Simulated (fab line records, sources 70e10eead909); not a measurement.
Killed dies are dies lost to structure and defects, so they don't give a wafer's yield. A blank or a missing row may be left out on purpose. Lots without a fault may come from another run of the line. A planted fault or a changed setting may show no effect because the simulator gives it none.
Chamber matching | flow nand_harc | NHARC_P_BONDPAD_ACTIVATE_29 on rie_diel-13: 4 sister chambers
The step chemistry N2, time 60 s. 14 wafers are shown with their chamber, then 7 later ones without.

WAFERS WITH THEIR CHAMBER
wafer  | chamber | drypump_motor_current_A (A) | oes_product_au (a.u.) | rf_vpp_V (V)
L080.1 | 2       | 6.13                        | 1.001                 | 63.3
L080.3 | 0       | 5.88                        | 1.007                 | 63.1
L080.6 | 2       | 6.10                        | 1.009                 | 64.9
L079.2 | 1       | 5.66                        | 0.983                 | 64.6
L079.4 | 0       | 5.86                        | 1.003                 | 63.8
L079.6 | 3       | 5.42                        | 0.974                 | 64.3
L085.1 | 2       | 6.08                        | 1.007                 | 62.7
L085.2 | 3       | 5.42                        | 0.985                 | 63.6
L085.5 | 3       | 5.41                        | 0.989                 | 64.5
L086.2 | 1       | 5.65                        | 0.986                 | 64.6
L086.5 | 2       | 6.11                        | 1.001                 | 65.2
L086.6 | 3       | 5.41                        | 0.979                 | 63.9
L094.1 | 0       | 5.88                        | 1.006                 | 64.6
L094.2 | 3       | 5.42                        | 0.970                 | 64.9

SIGNATURES (means of the wafers above)
reading                 | chamber 0 | chamber 1 | chamber 2 | chamber 3 | scatter within a chamber
drypump_motor_current_A | 5.8733    | 5.6550    | 6.1050    | 5.4160    | 0.0132
oes_product_au          | 1.00533   | 0.98450   | 1.00450   | 0.97940   | 0.00553
rf_vpp_V                | 63.833    | 64.600    | 64.025    | 64.240    | 0.812
Rule: a wafer's distance from a chamber is the root of the sum, over the readings, of the square of ((its reading less the chamber's mean) divided by the reading's scatter). The wafer belongs to the nearest chamber; if the next one is less than 2 further off, it can't be placed. The scatter: the root of (the sum of the squares of (reading less its chamber's mean) over the shown wafers, divided by (wafers less chambers)).

WAFERS WITHOUT THEIR CHAMBER
wafer  | drypump_motor_current_A (A) | oes_product_au (a.u.) | rf_vpp_V (V)
L094.3 | 5.63                        | 0.982                 | 63.6
L094.4 | 6.13                        | 0.998                 | 63.3
L094.5 | 6.12                        | 1.001                 | 63.4
L094.6 | 5.43                        | 0.969                 | 65.3
L095.2 | 5.38                        | 0.989                 | 64.7
L095.4 | 6.13                        | 1.012                 | 63.7
L095.6 | 5.86                        | 1.016                 | 64.1

WHICH CHAMBER EACH WENT THROUGH
wafer  | from the rows above | in truth
L094.3 | 1                   | 1
L094.4 | 2                   | 2
L094.5 | 2                   | 2
L094.6 | 3                   | 3
L095.2 | 3                   | 3
L095.4 | 2                   | 2
L095.6 | 0                   | 0
Placed correctly: 7 of 7. Can't be placed from these rows: 0. Placed wrongly: 0.
